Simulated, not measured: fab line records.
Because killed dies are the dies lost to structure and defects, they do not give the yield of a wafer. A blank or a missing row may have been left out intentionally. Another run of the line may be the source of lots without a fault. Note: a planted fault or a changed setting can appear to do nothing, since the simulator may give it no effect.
A struck lot beside a sound one || flow n5 finfet || 37 out of 1938 route steps
Sound: these wafers, L998.1, L998.3, L998.4. Wafers L100.3, L100.5, L100.6 were the ones struck. At the end, the cause is stated.
Per side, at each step with rows, come the tool, then ch with its chambers, and then its first start. Under that, the readings that differ: sound wafers || struck wafers || difference of the means || sigmas: that difference in standard deviations of wafers without a fault.
alike: readings with means less than 2 such deviations apart, plus words and numbers identical on both sides. not compared: withheld readings, readings lacking a value on some wafer, bounds such as >300 that could conceal the same value, and numbers that have no deviation in the record and whose values overlap.
The two part at a step that has a row with sigmas, a row that says differs or no value, or rows on one side only. Numbers that have no deviation but don't overlap get no sigmas and don't part them. A reading that every wafer of one side lacks parts them only if that side has two wafers or more.

first, 9 steps without rows for these wafers: N5_WELL_APT_COAT_19 (resist thk 950 nm); N5_WELL_APT_EBR_21; N5_WELL_APT_SOFTBAKE_20 (time 60 s); N5_WELL_APT_EXPOSE_22 (exposes mask PWELL, defocus 0 nm, target cd 200 nm); N5_WELL_APT_PEB_23 (peb time 90 s); N5_WELL_APT_DEVELOP_24 (develop time 45 s); N5_WELL_APT_HARDBAKE_29 (time 120 s); N5_WELL_APT_DESCUM_30 (chemistry O2, time 7.9 s); N5_WELL_APT_IMPLANT_31.
N5_WELL_APT_IMPLANT_32:
  sound on implanter-02 ch 0, day 1 15:32; struck on implanter-02 ch 0, day 2 04:12
{"reading": "dose ions cm2", "sound": "1.9973e+13 1.9988e+13 1.9948e+13", "struck": "5.92e+12 5.951e+12 5.95e+12", "difference": -1.40e+13, "sigmas": "-99 or more"}
{"reading": "faraday current uA", "sound": "262 249 249", "struck": "72 77 78", "difference": -178, "sigmas": -33}
  alike: end station pressure torr
then, 25 steps without rows for these wafers: N5_WELL_APT_STRIP_33 (strips in SPM, time 900 s); N5_WELL_APT_RTA_34 (time 10 s); N5_WELL_APT_OXIDE_STRIP_42 (strips SiO2 in dHF, time 45 s, target depth 12 nm); N5_WELL_APT_PRECLEAN_36 (cleans in O3/DIW, time 45 s); N5_WELL_APT_PRECLEAN_39 (cleans in dHF, time 60 s); N5_WELL_APT_SRD_37 (time 30 s); N5_WELL_APT_EPI_41 (deposits Si from SiH4/H2, target thk 50 nm, time 297.7 s); N5_PMOS_HMC_CHANNEL_EPI_HM_DEP_34 (deposits SiO2 from TEOS/O2, target thk 36 nm, time 6.9 s); N5_PMOS_HMC_CHANNEL_EPI_COAT_31 (time 60 s, resist thk 66 nm); N5_PMOS_HMC_CHANNEL_EPI_COAT_03 (resist thk 205 nm); N5_PMOS_HMC_CHANNEL_EPI_EBR_05; N5_PMOS_HMC_CHANNEL_EPI_SOFTBAKE_04 (time 60 s); N5_PMOS_HMC_CHANNEL_EPI_EXPOSE_06 (exposes mask PMOS HMC BLK, target cd 240 nm); N5_PMOS_HMC_CHANNEL_EPI_PEB_07 (peb time 60 s); N5_PMOS_HMC_CHANNEL_EPI_DEVELOP_08 (develop time 30 s); N5_PMOS_HMC_CHANNEL_EPI_DESCUM_14 (chemistry O2, time 7.9 s); N5_PMOS_HMC_CHANNEL_EPI_ETCH_32 (etches BARC in N2/H2, stops on SiO2, target depth 85.8 nm, time 50.3 s); N5_PMOS_HMC_CHANNEL_EPI_HM_OPEN_15 (chemistry CHF3/O2, target SiO2, target depth 40.6 nm, time 20.3 s); N5_PMOS_HMC_CHANNEL_EPI_STRIP_33 (strips in N2/H2); N5_PMOS_HMC_CHANNEL_EPI_STRIP_17 (strips in SPM, time 750 s); N5_PMOS_HMC_CHANNEL_EPI_ETCH_38 (etches SiO2 in CF4, target depth 1.5 nm); N5_PMOS_HMC_CHANNEL_EPI_FIN_RECESS_16 (chemistry HBr/Cl2, target Si, target depth 54 nm, time 18 s); N5_PMOS_HMC_CHANNEL_EPI_PRECLEAN_36 (cleans in O3/DIW, time 45 s); N5_PMOS_HMC_CHANNEL_EPI_PRECLEAN_18 (cleans in DHF, time 30 s); N5_PMOS_HMC_CHANNEL_EPI_SRD_19 (time 30 s).
-- here the record skips 9 days between the struck wafers' starts before and after, leaving off in module PMOS_HMC_CHANNEL_EPI and picking up in module BEOL_M4 (first step shown: number 1111 of the route) --
N5_BEOL_M4_RC_MEAS_101:
  sound on prober-02 ch 0, day 8 15:39; struck on prober-02 ch 0, day 11 02:54
{"reading": "CJ_N", "sound": "4.37 4.37 4.36", "struck": "2.40 2.39 2.34", "difference": -1.99, "sigmas": -25}
{"reading": "IOFF_N (nA/um)", "sound": "0.143 0.163 0.178", "struck": "0.192 0.253 0.206", "difference": "+0.056", "sigmas": "+2"}
{"reading": "IOFF_N_85C (nA/um)", "sound": "2.8 3.1 3.4", "struck": "3.7 4.7 3.9", "difference": "+1.0", "sigmas": "+3"}
{"reading": "RS_PWELL (ohm/sq)", "sound": "2998 3020 3007", "struck": "3152 3142 3145", "difference": "+138", "sigmas": "+6"}
{"reading": "SS_N (mV/dec)", "sound": "71.0 72.2 71.6", "struck": "73.5 74.2 73.0", "difference": "+2.0", "sigmas": "+4"}
  alike: DIBL_N, DIBL_P, IOFF_P, ION_N, ION_P, SS_P, VT_N, VT_P
N5_PASSIVATION_PROBE_49:
  the record has rows for the sound wafers here (prober-01, day 14 04:08) and none for the struck ones

== WHERE THEY PART ==
Last at N5_PASSIVATION_PROBE_49 as far as this record goes, first at N5_WELL_APT_IMPLANT_32.

WHY: what the simulator had put in
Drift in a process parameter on implanter-02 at N5_WELL_APT_IMPLANT_32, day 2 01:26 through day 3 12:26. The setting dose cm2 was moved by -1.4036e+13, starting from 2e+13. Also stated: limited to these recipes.
